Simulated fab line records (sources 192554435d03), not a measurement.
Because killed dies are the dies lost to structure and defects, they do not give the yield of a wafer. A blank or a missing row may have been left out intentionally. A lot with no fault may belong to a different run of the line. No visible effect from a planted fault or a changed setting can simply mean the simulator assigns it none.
fab line records | flow n5_finfet
[record] lots = 6 | wafers = 18 | last_day = 18
route steps=1938 shown BEOL_M5@1172 PASSIVATION@1936
lots with no fault: from the same line, run without faults
start_h: hours from the record's opening day to when the first of the lot's shown wafers began | wait_h: time in hours since the lot's previous step | " same as the row above | L1.1+2: a single row standing in for several wafers | - value missing, or start not given | * or withheld: withheld | < > ~ a bound
route shown NAME@n: a module of which the file shows steps, and the number in the route of the first | usual: mean/standard deviation of fault-free wafers | same: alike in all rows | chamber/n: place in a boat | sites: the reading at each site | _std_site: their standard deviation | _edge_site: outer sites' mean less inner sites' | radius_mm: for every site, how far away it sits from the centre of the wafer | mask NAME#n: copy n | behind: tool/chamber where the wafer was last shaped | hold: why the lot went on hold/how many hours it stayed there/how the hold came to an end | device: whichever transistor did not switch (one of n, p or np) | end of line: at the end of the route, the tests of the same wafers | a step without rows: its recipe alone | killed: not the wafer's yield, but the dies lost to structure and defects at the first sort | map: a wafer's dies, x killed, . not, _ none there
set.NAME: the setting that was run; set.NAME@STEP: the one run at that earlier step | model.NAME: the simulator's own value behind a step, which no gauge read
lots at some steps of the route; a table a step, a row a wafer
services: the hour from which a tool's chamber was out of use, counted from the record's first day as start_h (under 0 if before that day), plus the number of hours and why
[[steps]]
[step N5_BEOL_M5_ALD_86]
[recipe] material = TaN | target_thk_a = * | temp_c = 275 | ald_precursor_family = PDMAT | ald_co_reactant = NH3 | pressure_torr = 3 | carrier_flow_sccm = 1500 | pulse_time_s = 2 | purge_time_s = 3 | co_reactant_purge_time_s = 2 | co_reactant_pulse_time_s = 3 | ald_cycles = 30 | precursor_vessel_temp_c = 75 | precursor_vessel_pressure_torr = 26.25 | precursor_vessel_carrier_sccm = 1000
[step N5_BEOL_M5_SURFACE_TREAT_87]
[recipe] gas = Ar | time_s = * | ion_energy_ev = * | ion_current_ma_cm2 = 0.5 | pressure_mtorr = * | ar_flow_sccm = 30
[step N5_BEOL_M5_CVD_47]
[recipe] material = Co | target_thk_a = 30 | temp_c = withheld | precursor = CCTBA/H2 | pressure_torr = 30 | time_s = 216
[step N5_BEOL_M5_SPUTTER_48]
[recipe] material = Cu | target_thk_a = 150 | temp_c = -20 | chamber_pressure_pa = 0.07 | power_w = withheld | time_s = 27.62
[usual] throttle_valve_pct = 29.9/1
lot.wafer | tool           | chamber | start_h | wait_h | throttle_valve_pct
L775.1    | pvd_sputter-01 | -       | 174.14  | 0.1    | 30.3
L775.4    | "              | -       | "       | "      | 30.2
L775.5    | "              | -       | "       | "      | 29.5
L784.2    | pvd_sputter-02 | -       | 225.52  | 0.2    | 29.1
L784.3    | "              | -       | "       | "      | 29.2
L784.4    | "              | -       | "       | "      | 29.2
L785.1    | pvd_sputter-03 | -       | 237.23  | 0.2    | 28.6
L785.2    | "              | -       | "       | "      | 31.5
L785.6    | "              | -       | "       | "      | 31.6
L786.2    | pvd_sputter-02 | -       | 243.71  | 0.2    | 29.3
L786.3    | "              | -       | "       | "      | 29.2
L786.6    | "              | -       | "       | "      | 29.4
L787.3    | pvd_sputter-03 | -       | 246.87  | 0.2    | 29.7
L787.4    | "              | -       | "       | "      | 30.7
L787.6    | "              | -       | "       | "      | 30.5
L798.3    | pvd_sputter-03 | -       | 320.20  | 0.2    | 28.6
L798.4    | "              | -       | "       | "      | 29.6
L798.5    | "              | -       | "       | "      | 32.2
[step N5_BEOL_M5_ANNEAL_49]
[recipe] temp_c = 400 | time_s = 1800 | ambient = vacuum
[usual] heater_power_w = 832/67
lot.wafer | tool           | chamber | start_h | wait_h | heater_power_w
L775.1    | pvd_sputter-01 | -       | 174.22  | 0.0    | 965
L775.4    | "              | -       | "       | "      | 880
L775.5    | "              | -       | "       | "      | 739
L784.2    | pvd_sputter-02 | -       | 225.60  | 0.0    | 812
L784.3    | "              | -       | "       | "      | 857
L784.4    | "              | -       | "       | "      | 779
L785.1    | pvd_sputter-03 | -       | 237.31  | 0.0    | 800
L785.2    | "              | -       | "       | "      | 792
L785.6    | "              | -       | "       | "      | 799
L786.2    | pvd_sputter-02 | -       | 243.79  | 0.0    | 772
L786.3    | "              | -       | "       | "      | 821
L786.6    | "              | -       | "       | "      | 858
L787.3    | pvd_sputter-03 | -       | 246.95  | 0.0    | 867
L787.4    | "              | -       | "       | "      | 788
L787.6    | "              | -       | "       | "      | 779
L798.3    | pvd_sputter-03 | -       | 320.28  | 0.0    | 802
L798.4    | "              | -       | "       | "      | 850
L798.5    | "              | -       | "       | "      | 800
[step N5_BEOL_M5_SPUTTER_81]
[recipe] material = Cu | target_thk_a = 150 | temp_c = -20 | chamber_pressure_pa = 0.07 | power_w = withheld | time_s = 27.62
[step N5_BEOL_M5_ANNEAL_82]
[recipe] temp_c = 400 | time_s = 1800 | ambient = vacuum
[usual] heater_power_w = 831/65
lot.wafer | tool           | chamber | start_h | wait_h | heater_power_w
L775.1    | pvd_sputter-01 | -       | 175.31  | 0.0    | 981
L775.4    | "              | -       | "       | "      | 893
L775.5    | "              | -       | "       | "      | 734
L784.2    | pvd_sputter-02 | -       | 226.68  | 0.0    | 815
L784.3    | "              | -       | "       | "      | 855
L784.4    | "              | -       | "       | "      | 791
L785.1    | pvd_sputter-03 | -       | 238.40  | 0.0    | 813
L785.2    | "              | -       | "       | "      | 806
L785.6    | "              | -       | "       | "      | 771
L786.2    | pvd_sputter-02 | -       | 244.87  | 0.0    | 793
L786.3    | "              | -       | "       | "      | 822
L786.6    | "              | -       | "       | "      | 841
L787.3    | pvd_sputter-03 | -       | 248.04  | 0.0    | 851
L787.4    | "              | -       | "       | "      | 767
L787.6    | "              | -       | "       | "      | 781
L798.3    | pvd_sputter-03 | -       | 321.37  | 0.0    | 797
L798.4    | "              | -       | "       | "      | 883
L798.5    | "              | -       | "       | "      | 779
[step N5_BEOL_M5_SPUTTER_83]
[recipe] material = Cu | target_thk_a = 150 | temp_c = -20 | chamber_pressure_pa = 0.07 | power_w = withheld | time_s = 27.62
[step N5_BEOL_M5_ANNEAL_84]
[recipe] temp_c = 400 | time_s = 1800 | ambient = vacuum
[step N5_BEOL_M5_SPUTTER_88]
[recipe] material = Cu | target_thk_a = 150 | temp_c = -20 | chamber_pressure_pa = 0.07 | power_w = withheld | time_s = 27.62
[step N5_BEOL_M5_ANNEAL_89]
[recipe] temp_c = 400 | time_s = 1800 | ambient = vacuum
[usual] heater_power_w = 833/65
lot.wafer | tool           | chamber | start_h | wait_h | heater_power_w
L775.1    | pvd_sputter-01 | -       | 177.48  | 0.0    | 985
L775.4    | "              | -       | "       | "      | 882
L775.5    | "              | -       | "       | "      | 731
L784.2    | pvd_sputter-02 | -       | 228.86  | 0.0    | 821
L784.3    | "              | -       | "       | "      | 850
L784.4    | "              | -       | "       | "      | 804
L785.1    | pvd_sputter-03 | -       | 240.57  | 0.0    | 837
L785.2    | "              | -       | "       | "      | 802
L785.6    | "              | -       | "       | "      | 806
L786.2    | pvd_sputter-02 | -       | 247.05  | 0.0    | 771
L786.3    | "              | -       | "       | "      | 837
L786.6    | "              | -       | "       | "      | 849
L787.3    | pvd_sputter-03 | -       | 250.21  | 0.0    | 885
L787.4    | "              | -       | "       | "      | 780
L787.6    | "              | -       | "       | "      | 780
L798.3    | pvd_sputter-03 | -       | 323.54  | 0.0    | 810
L798.4    | "              | -       | "       | "      | 902
L798.5    | "              | -       | "       | "      | 789
[step N5_BEOL_M5_SPUTTER_90]
[recipe] material = Cu | target_thk_a = 45 | temp_c = -20 | chamber_pressure_pa = 0.07 | power_w = withheld | time_s = 8.29
[step N5_BEOL_M5_ECD_50]
[recipe] material = Cu | target_thk_a = 3000
lot.wafer | tool      | chamber | start_h | wait_h | model.Cu_of_BEOL_M5_ECD_50.thk_nm
L775.1    | ecd_cu-01 | 1       | 178.61  | 0.1    | 304.2
L775.4    | "         | 0       | "       | "      | 300.8
L775.5    | "         | 0       | "       | "      | 302.6
L784.2    | ecd_cu-01 | 1       | 229.98  | 0.1    | 299
L784.3    | "         | 1       | "       | "      | 293
L784.4    | "         | 0       | "       | "      | 296.8
L785.1    | ecd_cu-01 | 0       | 241.70  | 0.1    | 443.4
L785.2    | "         | 1       | "       | "      | 302.4
L785.6    | "         | 0       | "       | "      | 302.6
L786.2    | ecd_cu-02 | 1       | 248.17  | 0.1    | 303.4
L786.3    | "         | 1       | "       | "      | 299.2
L786.6    | "         | 0       | "       | "      | 301.4
L787.3    | ecd_cu-01 | 1       | 251.36  | 0.1    | 441.4
L787.4    | "         | 0       | "       | "      | 443
L787.6    | "         | 1       | "       | "      | 298.6
L798.3+4  | ecd_cu-01 | 1,0     | 324.69  | 0.1    | 301.8
L798.5    | "         | 0       | "       | "      | 302.8
[step N5_BEOL_M5_ANNEAL_51]
[recipe] temp_c = 225 | time_s = 90 | ambient = N2
[usual] wafer_temp_C_max = 226.06/0.23
lot.wafer | tool          | chamber | start_h | wait_h | wafer_temp_C_max
L775.1    | rtp_anneal-01 | 0       | 178.69  | 0.1    | 226.02
L775.4    | "             | 0       | "       | "      | 226.00
L775.5    | "             | 0       | "       | "      | 226.13
L784.2    | rtp_anneal-01 | 0       | 230.11  | 0.1    | 226.19
L784.3    | "             | 0       | "       | "      | 225.87
L784.4    | "             | 0       | "       | "      | 226.38
L785.1    | rtp_anneal-02 | 0       | 241.78  | 0.1    | 225.96
L785.2    | "             | 0       | "       | "      | 226.31
L785.6    | "             | 0       | "       | "      | 226.14
L786.2    | rtp_anneal-02 | 0       | 248.30  | 0.1    | 226.55
L786.3    | "             | 0       | "       | "      | 226.28
L786.6    | "             | 0       | "       | "      | 225.90
L787.3    | rtp_anneal-01 | 0       | 251.51  | 0.1    | 226.67
L787.4    | "             | 0       | "       | "      | 226.05
L787.6    | "             | 0       | "       | "      | 225.93
L798.3    | rtp_anneal-02 | 0       | 324.84  | 0.1    | 226.05
L798.4    | "             | 0       | "       | "      | 225.87
L798.5    | "             | 0       | "       | "      | 225.74
[step N5_BEOL_M5_CMP_52]
[recipe] stop_on = SiCOH_lowk | t_overpolish_s = 6.9 | down_force_psi = 1 | platen_rpm = 50 | clearing_platen_down_force_psi = 1.5 | clearing_platen_rpm = 50 | post_cmp_clean = cu_alkaline | target_thk_nm = 62 | clearing_platen_pad_velocity_m_s = 0.99484 | pad_velocity_m_s = 0.99484
[usual] clearing_platen_down_force_psi = 1.4997/0.0029 | motor_current_A = 5.9/0.51 | time_to_endpoint_s = 61.7/2.8
lot.wafer | tool   | chamber | start_h | wait_h | clearing_platen_down_force_psi | motor_current_A | time_to_endpoint_s
L775.1    | cmp-03 | 2       | 179.03  | 0.3    | 1.5037                         | 6.5             | 68.8
L775.4    | "      | 3       | "       | "      | 1.5020                         | 5.7             | 60.6
L775.5    | "      | 2       | "       | "      | 1.4993                         | 6.5             | 66.1
L784.4    | cmp-03 | 1       | 230.36  | 0.1    | 1.4977                         | 5.9             | 61.4
L784.2    | "      | 3       | "       | "      | 1.5001                         | 5.8             | 60.9
L784.3    | "      | 0       | "       | "      | 1.5016                         | 5.9             | 61.8
L785.1    | cmp-03 | 2       | 242.08  | 0.3    | 1.5018                         | 6.7             | 96.1
L785.2    | "      | 0       | "       | "      | 1.4971                         | 5.8             | 61.4
L785.6    | "      | 3       | "       | "      | 1.5021                         | 5.9             | 62.1
L786.3    | cmp-01 | 0       | 248.65  | 0.3    | 1.4959                         | 6.2             | 63.3
L786.2    | "      | 3       | "       | "      | 1.4966                         | 5.8             | 60.3
L786.6    | "      | 0       | "       | "      | 1.4965                         | 6.2             | 62.4
L787.4    | cmp-03 | 0       | 251.72  | 0.1    | 1.5003                         | 5.8             | 90.9
L787.3    | "      | 3       | "       | "      | 1.5004                         | 5.5             | 92.0
L787.6    | "      | 0       | "       | "      | 1.5022                         | 5.8             | 61.4
L798.3    | cmp-02 | 1       | 325.05  | 0.2    | 1.4962                         | 5.8             | 57.2
L798.4    | "      | 0       | "       | "      | 1.5014                         | 5.3             | 60.0
L798.5    | "      | 1       | "       | "      | 1.4951                         | 6.1             | 54.2
[step N5_BEOL_M5_THK_MEAS_53]
[recipe] thk_meas_gauge = xrf | reads = Cu_of_BEOL_M5_ECD_50
[usual] M5_THK = 62.1/1.6
lot.wafer | tool          | chamber | start_h | wait_h | M5_THK[nm]
L775.1    | film_metro-02 | -       | 179.28  | -      | 60.9
L775.4    | "             | -       | "       | "      | 63.3
L775.5    | "             | -       | "       | "      | 65.5
L784.2    | film_metro-02 | -       | 230.66  | -      | 61.4
L784.3    | "             | -       | "       | "      | 62.4
L784.4    | "             | -       | "       | "      | 63.9
L785.1    | film_metro-01 | -       | 242.37  | -      | 63.2
L785.2    | "             | -       | "       | "      | 62.4
L785.6    | "             | -       | "       | "      | 61.5
L786.2    | film_metro-01 | -       | 248.95  | -      | 62.5
L786.3    | "             | -       | "       | "      | 60.1
L786.6    | "             | -       | "       | "      | 61.6
L787.3    | film_metro-01 | -       | 252.02  | -      | 63.0
L787.4    | "             | -       | "       | "      | 61.8
L787.6    | "             | -       | "       | "      | 61.1
L798.3    | film_metro-02 | -       | 325.35  | -      | 64.3
L798.4    | "             | -       | "       | "      | 63.2
L798.5    | "             | -       | "       | "      | 62.9
[step N5_PASSIVATION_PROBE_49]
[usual] defect_limited_yield = 91.6/1.6 | killed_at_M0_to_M3 = 31/10 | killed_at_M4_up = 14/6.3 | killed_at_contacts = 12/6.1 | killed_at_front_end = 39/12 | killed_at_other = 3.7/2.8 | killed_dies = 100/19 | killed_on_rim = 13/4.2 | killed_open = 66/14 | killed_short = 33/8.1 | sort_bin_5_function = 5.0/1.1 | sort_bin_6_memory = 3.2/0.66 | sort_n_pass = 1080/18 | sort_yield_pct = 91.6/1.6
[same] gross_dies = 1180 | killed_at_back_side = 0 | sort_bin_4_leakage[%] = 0 | sort_bin_8_speed[%] = 0
lot.wafer | tool      | chamber | start_h | wait_h | defect_limited_yield[%] | killed_at_M0_to_M3 | killed_at_M4_up | killed_at_contacts | killed_at_front_end | killed_at_other | killed_dies | killed_on_rim | killed_open | killed_short | sort_bin_5_function[%] | sort_bin_6_memory[%] | sort_n_pass | sort_yield_pct[%]
L787.3    | prober-02 | -       | 339.11  | 0.1    | 91.1                    | 36                 | 12              | 11                 | 41                  | 5               | 105         | 18            | 64          | 41           | 5.9                    | 2.6                  | 1075        | 91.1
L787.4    | prober-02 | -       | 339.16  | 0.2    | 91.8                    | 33                 | 8               | 12                 | 40                  | 4               | 97          | 11            | 53          | 44           | 4.1                    | 3.6                  | 1083        | 91.8
L786.2    | prober-01 | -       | 339.29  | 0.1    | 92.0                    | 34                 | 16              | 14                 | 20                  | 10              | 94          | 13            | 62          | 31           | 4.2                    | 3.6                  | 1086        | 92.0
L786.3    | prober-01 | -       | 339.34  | 0.1    | 90.8                    | 32                 | 19              | 8                  | 38                  | 12              | 109         | 18            | 67          | 36           | 5.3                    | 3.3                  | 1071        | 90.8
// killed by level:class
L787.3 GATE_CUT:geometric_particle:short=10 FIN_SAQP:geometric_particle:short=9 BEOL_M0_SAQP:geometric_particle:short=8 MOL_CONTACT_COAG:geometric_particle:open=8 BEOL_M2:geometric_particle:open=7 BEOL_M1:geometric_particle:open=6 BEOL_M3:geometric_particle:open=5 FIN_SAQP:geometric_particle:open=4
L787.4 MOL_CONTACT_COAG:geometric_particle:open=10 GATE_CUT:geometric_particle:short=9 BEOL_M0_SAQP:geometric_particle:short=8 FIN_SAQP:geometric_particle:short=7 FIN_SAQP:geometric_particle:open=5 BEOL_M0:geometric_particle:short=5 BEOL_M2:geometric_particle:open=5 STI_FIN_REVEAL:geometric_particle:open=4
L786.2 BEOL_M2:geometric_particle:open=17 MOL_CONTACT_COAG:geometric_particle:open=11 BEOL_M4:geometric_particle:open=7 GATE_CUT:geometric_particle:short=5 FIN_SAQP:geometric_particle:short=3 MOL_CONTACT_COAG:geometric_particle:short=3 BEOL_M0_SAQP:geometric_particle:open=3 BEOL_M0:geometric_particle:open=3
L786.3 BEOL_M2:geometric_particle:open=10 BEOL_M4:geometric_particle:open=9 FIN_SAQP:geometric_particle:short=7 FIN_SAQP:geometric_particle:open=7 MOL_CONTACT_COAG:geometric_particle:open=7 DUMMY_GATE:geometric_particle:open=5 BEOL_M1:geometric_particle:open=5 HKMG_FIN:area_etch=5
[[services]]
tool           | chamber | start_h | hours | kind
ecd_cu-02      | -       | 152.82  | 1.5   | repair
cmp-02         | -       | 179.48  | 2.3   | repair
ecd_cu-01      | -       | 185.41  | 3.5   | repair
cmp-03         | -       | 219.00  | 2.2   | repair
cmp-01         | -       | 221.34  | 4.7   | pm
ecd_cu-02      | -       | 228.96  | 1.5   | repair
cmp-02         | -       | 240.06  | 4.0   | pm
cmp-02         | -       | 244.06  | -     | consumable_replace:conditioner
cmp-02         | -       | 244.06  | -     | consumable_replace:pad
cmp-03         | -       | 299.53  | 7.0   | pm
cmp-01         | -       | 303.82  | 4.0   | pm
cmp-01         | -       | 307.82  | -     | consumable_replace:conditioner
cmp-01         | -       | 307.82  | -     | consumable_replace:pad
pvd_sputter-01 | -       | 310.44  | 9.1   | repair
cmp-01         | -       | 320.38  | 5.9   | pm
[[key]]
[first_sign] step = N5_BEOL_M5_CMP_52 | reading = time_to_endpoint_s | direction = up | sigmas = 11 | usual = * | struck = *
effect none on later readings
[model_effect] step = N5_BEOL_M5_ECD_50 | value = Cu_of_BEOL_M5_ECD_50.thk_nm | without = 299.1 | struck = 442.6
met_at N5_BEOL_M5_ECD_50
struck_wafers L785.1,L787.3,L787.4
onset_between 229.98 241.70
[fault] kind = process_parameter_drift | tool = ecd_cu-01 | chamber = - | onset_h = 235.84 | steps = N5_BEOL_M5_ECD_50 | channel = target_thk_a | offset = * | shape = step | end_h = 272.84 | scope = struck_wafers_only | acts_in = * | stated = *
